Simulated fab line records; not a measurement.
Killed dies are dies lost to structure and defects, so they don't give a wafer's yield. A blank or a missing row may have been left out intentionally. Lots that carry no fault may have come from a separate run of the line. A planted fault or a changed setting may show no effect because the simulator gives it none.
A lot that was struck, set against a sound lot | flow n5Finfet | 14 steps out of a route of 1938
Sound: the wafers L276.1, L276.4, L276.6. Struck: wafers L267.1, L267.4, L267.5. At the end, the cause is stated.
At each step with rows: each side's tool, then ch and its chambers, then its first start. Under that, the readings that differ: sound wafers | struck wafers | difference of the means | sigmas: that difference in standard deviations of wafers without a fault.
alike: words and numbers the same on both sides, and readings whose means are apart by under 2 such deviations; not compared: readings that were withheld, readings missing a value for some wafer, numbers with overlapping values and no deviation given by the record, and bounds like >300 which may hide the same value.
A row with sigmas, a row that says differs or no value, or rows on one side alone: a step with any of these is where the two part. Numbers that don't overlap but have no deviation are shown without sigmas and don't part them. A reading that every wafer of one side lacks parts them only if that side has two wafers or more.

first, 9 steps without rows for these wafers: N5_MOL_CONTACT_COAG_DEVELOP_83 (develop time 30 s); N5_MOL_CONTACT_COAG_DESCUM_88 (chemistry O2, time 7 s); N5_MOL_CONTACT_COAG_ETCH_89 (etches underlayer in N2/H2, target depth 13 nm, time 10.4 s); N5_MOL_CONTACT_COAG_ETCH_90 (etches SiARC in CF4, target depth 13 nm, time 21.7 s); N5_MOL_CONTACT_COAG_ALD_131 (deposits SiO2, target thk 5 nm, pulse time 1 s, co reactant pulse time 1 s); N5_MOL_CONTACT_COAG_ETCHBACK_132 (etches SiO2 in CHF3, target depth 10 nm, time 6.7 s); N5_MOL_CONTACT_COAG_ETCH_91 (etches SOC in N2/H2, target depth 60 nm, overetch 21 nm, time 101.2 s); N5_MOL_CONTACT_COAG_STRIP_92 (strips in N2/H2); N5_MOL_CONTACT_COAG_STRIP_93 (strips in N2/H2).
N5_MOL_CONTACT_COAG_ETCHBACK_135: etches SiO2 in CHF3, target depth 25 nm, time 16.7 s.
  sound on rieDiel-04 ch 0,2,3, day 10 02:26; struck on rieDiel-06 ch 0,2, day 7 22:41
  no value came back on the struck wafers for any of 8 readings (CHF3_flow_sccm (sccm), biasW (W) and others); on the sound wafers CHF3_flow_sccm (sccm) reads 49.74 49.93 50.01
reading                                            | sound          | struck      | difference | sigmas
model.SiARC_of_MOL_CONTACT_COAG_COAT_76.thkNm (nm) | 0 0 0          | 5.8 5.8 5.8 | +5.8       | 
model.SOC_of_MOL_CONTACT_COAG_COAT_75.thkNm (nm)   | 57.6 57.6 57.4 | 60 60 60    | +2         | 
  not compared: rfHoursCounterH
then, 1 step without rows for these wafers: N5_MOL_CONTACT_COAG_STRIP_118 (strips in CHF3).
N5_MOL_CONTACT_COAG_VIA_ETCH_46: etches SiO2 in C4F6/O2, target depth 46 nm, overetch 9.2 nm, time 40 s.
  sound on rieDiel-04 ch 0,2,3, day 10 02:28; struck on rieDiel-06 ch 0,2, day 7 22:43
reading                                          | sound        | struck         | difference | sigmas
model.SOC_of_MOL_CONTACT_COAG_COAT_75.thkNm (nm) | 51 50.8 50.8 | 53.6 53.4 53.4 | +2.6       | 
  alike: O2_flow_sccm, drypumpMotorCurrentA, oesProductAu, rfFwdPowerW, rfVppV, showerheadPlenumPTorr, throttleValvePct
  not compared: rfHoursCounterH
then, 1 step without rows for these wafers: N5_MOL_CONTACT_COAG_STRIP_96 (strips in N2/H2).
-- a jump in the record: the struck wafers' starts before and after are 2 days apart (it breaks off in module MOL_CONTACT_COAG and resumes in module BEOL_M4, where the first step shown is number 1111 of the route) --
N5_BEOL_M4_RC_MEAS_101:
  sound on prober-01 ch 0, day 12 09:20; struck on prober-01 ch 0, day 10 06:15
reading   | sound          | struck         | difference | sigmas
VT_P (mV) | -261 -259 -258 | -249 -253 -251 | +8         | +2
  alike: DIBL_N, DIBL_P, IOFF_N, IOFF_P, ION_N, ION_P, SS_N, SS_P, VT_N

## WHERE THEY PART
At N5_MOL_CONTACT_COAG_ETCHBACK_135 first; at N5_BEOL_M4_RC_MEAS_101 last (within this record only).

WHY: what had been put in by the simulator
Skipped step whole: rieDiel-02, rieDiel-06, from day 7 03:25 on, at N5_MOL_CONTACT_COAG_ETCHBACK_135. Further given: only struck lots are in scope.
